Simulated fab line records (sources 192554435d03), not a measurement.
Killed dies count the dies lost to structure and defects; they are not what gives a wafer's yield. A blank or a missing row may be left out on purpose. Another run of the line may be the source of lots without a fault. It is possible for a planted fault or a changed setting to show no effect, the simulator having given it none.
A lot that was struck, set against a sound lot + flow n5_finfet + 41 steps out of a route of 1938
Sound: the wafers L254.1, L254.4, L254.5. Struck: wafers L262.2, L262.4 (left out: L262.5, a lot-mate that was not struck); the cause follows at the end.
Order at every step that has rows: each side's tool, ch and its chambers, its first start. Under that, the readings that differ: sound wafers + struck wafers + difference of the means + sigmas: that difference in standard deviations of wafers without a fault.
alike: words and numbers the same on both sides, and readings whose means are apart by under 2 such deviations; not compared: readings that were withheld, readings missing a value for some wafer, numbers with overlapping values and no deviation given by the record, and bounds like >300 which may hide the same value.
A row with sigmas, a row that says differs or no value, or rows on one side alone: a step with any of these is where the two part. Numbers that have no deviation but don't overlap get no sigmas and don't part them. A reading missing from all wafers of one side parts the sides only when that side holds two or more wafers.

N5_BEOL_M8_STRIP_80: strips in N2/H2, time 10 s.
  sound: rie_diel-02 ch 0,2; struck: rie_diel-03 ch 2,3
  alike: bias_power_w, drypump_motor_current_A, oes_product_au, rf_vpp_V, showerhead_plenum_p_Torr, throttle_valve_pct
  not compared: rf_hours_counter_h
N5_BEOL_M8_OCD_MEAS_38:
  sound on ocd-02, day 9 19:19; struck on ocd-01, day 11 19:35
  alike: trench_depth_nm
then, 4 steps without rows for these wafers: N5_BEOL_M8_HM_STRIP_39 (strips TiN in peroxide tin strip, target depth 25 nm, time 158 s); N5_BEOL_M8_SRD_40 (time 30 s); N5_BEOL_M8_PRECLEAN_42 (cleans in residue remover, time 60 s); N5_BEOL_M8_SRD_43 (time 30 s).
N5_BEOL_M8_CD_MEAS_35 targets a cd of 40 nm.
  sound on cd_sem-01, day 9 19:28; struck on cd_sem-03, day 11 19:44
  alike: cd_nm
then, 2 steps without rows for these wafers: N5_BEOL_M8_CURE_75 (cures SiCOH lowk, time 120 s); N5_BEOL_M8_DEGAS_44 (time 60 s).
N5_BEOL_M8_PRE_CLEAN_45: time 30 s.
  sound on pvd_sputter-02, day 9 20:38; struck on pvd_sputter-03, day 11 21:52
  alike: heater_power_w
then, 1 step without rows for these wafers: N5_BEOL_M8_ALD_77 (deposits TaN, target thk 2 nm, pulse time 2 s, purge time 3 s).
N5_BEOL_M8_SURFACE_TREAT_79:
  sound on pvd_sputter-02, day 9 21:07; struck on pvd_sputter-03, day 11 22:20
  alike: ar_flow_sccm
  not compared: throttle_valve_pct
N5_BEOL_M8_CVD_78: deposits Co from CCTBA/H2, target thk 2 nm, time 142.3 s.
  sound on cvd_co-01 ch 0,1,2, day 9 21:13; struck on cvd_co-01 ch 0,1, day 11 22:24
then, 4 steps without rows for these wafers: N5_BEOL_M8_SPUTTER_48 (material Cu, target thk 10 nm, time 1.667 s); N5_BEOL_M8_ECD_50 (material Cu, target thk 300 nm); N5_BEOL_M8_ANNEAL_51 (time 90 s); N5_BEOL_M8_CMP_52 (polishes, stops on SiCOH lowk, t overpolish 6.9 s, target thk 80 nm).
N5_BEOL_M8_THK_MEAS_53: measures by xrf.
  sound on film_metro-02, day 9 22:10; struck on film_metro-02, day 11 23:23
  alike: M8_THK
then, 1 step without rows for these wafers: N5_BEOL_M8_PRE_CLEAN_55 (time 15 s).
N5_BEOL_M8_DEP_56: deposits SiCN from 3MS/NH3, target thk 10 nm, time 17.5 s.
  sound on pecvd-02 ch 0,2, day 9 22:14; struck on pecvd-02 ch 0,2, day 11 23:27
  alike: showerhead_plenum_p_Torr, throttle_valve_pct
N5_BEOL_M8_RS_MEAS_57: measurement is done with a four-point probe.
  sound on film_metro-01, day 9 22:17; struck on film_metro-02, day 11 23:32
  alike: M8_RS
then, 2 steps without rows for these wafers: N5_BEOL_M9_ILD_DEP_00 (deposits SiCOH lowk from DEMS/porogen, target thk 308.51 nm, time 58 s); N5_BEOL_M9_CURE_71 (cures SiCOH lowk, time 240 s).
N5_BEOL_M9_THK_MEAS_01:
  sound on film_metro-01, day 9 22:57; struck on film_metro-01, day 12 00:11
  alike: M9_ILD_THK
N5_BEOL_M9_PECVD_70: deposits SiO2 from TEOS/O2, target thk 20 nm, time 22.7 s.
  sound on pecvd-01 ch 0,1,2, day 9 22:59; struck on pecvd-04 ch 0, day 12 00:14
  alike: heater_power_outer_w, heater_power_w, showerhead_plenum_p_Torr, throttle_valve_pct
then, 9 steps without rows for these wafers: N5_BEOL_M9_HM_DEP_02 (deposits TiN, target thk 20 nm); N5_BEOL_M9_COAT_59 (time 60 s, resist thk 100 nm); N5_BEOL_M9_COAT_60 (time 60 s, resist thk 30 nm); N5_BEOL_M9_COAT_05 (resist thk 90 nm); N5_BEOL_M9_EBR_07; N5_BEOL_M9_SOFTBAKE_06 (time 60 s); N5_BEOL_M9_EXPOSE_08 (exposes mask M9); N5_BEOL_M9_PEB_09 (peb time 60 s); N5_BEOL_M9_DEVELOP_10 (develop time 30 s).
N5_BEOL_M9_CD_MEAS_11 targets a cd of 64.1 nm.
  sound on cd_sem-02 ch 0, day 10 00:29; struck on cd_sem-02 ch 0, day 12 01:17
  alike: cd_nm
N5_BEOL_M9_OVL_MEAS_12:
  sound on overlay-02 ch 0, day 10 00:31; struck on overlay-01 ch 0, day 12 01:19
| reading     | sound          | struck  | difference | sigmas |
|-------------|----------------|---------|------------|--------|
| M9_OVL (nm) | -0.9 -0.4 -1.1 | 0.5 0.9 | +1.5       | +2     |
then, 4 steps without rows for these wafers: N5_BEOL_M9_DESCUM_16 (chemistry O2, time 7.9 s); N5_BEOL_M9_ETCH_61 (etches SiARC in CF4, target depth 39 nm, time 65 s); N5_BEOL_M9_ETCH_62 (etches SOC in N2/H2, target depth 110 nm, overetch 22 nm, time 165 s); N5_BEOL_M9_STRIP_68 (strips in N2/H2).
-- the record jumps here: 3 days lie between the struck wafers' starts before and after (it left off in module BEOL_M9 and takes up again in module PASSIVATION, whose first step shown is number 1936 of the route) --
N5_PASSIVATION_PROBE_49:
  sound on prober-01, day 12 13:31; struck on prober-02, day 14 18:00
| reading                  | sound          | struck    | difference | sigmas |
|--------------------------|----------------|-----------|------------|--------|
| defect_limited_yield (%) | 89.6 92.5 93.0 | 86.7 87.5 | -4.6       | -3     |
| killed_at_M4_up          | 19 19 8        | 80 73     | +61        | +13    |
| killed_at_other          | 0 6 1          | 10 8      | +7         | +2     |
| killed_dies              | 123 89 83      | 157 147   | +54        | +3     |
| killed_on_rim            | 12 12 7        | 32 30     | +21        | +5     |
| sort_bin_5_function (%)  | 6.1 5.0 3.7    | 7.9 6.5   | +2.3       | +3     |
| sort_n_pass              | 1054 1091 1097 | 1021 1033 | -54        | -3     |
| sort_yield_pct (%)       | 89.3 92.5 93.0 | 86.5 87.5 | -4.6       | -3     |
  alike: killed_at_M0_to_M3, killed_at_contacts, killed_at_front_end, killed_open, killed_short, sort_bin_4_leakage, sort_bin_6_memory, sort_bin_8_speed

WHERE THEY PART
Earliest at N5_BEOL_M9_OVL_MEAS_12; latest, in this record, at N5_PASSIVATION_PROBE_49.

WHY: the cause the simulator had injected
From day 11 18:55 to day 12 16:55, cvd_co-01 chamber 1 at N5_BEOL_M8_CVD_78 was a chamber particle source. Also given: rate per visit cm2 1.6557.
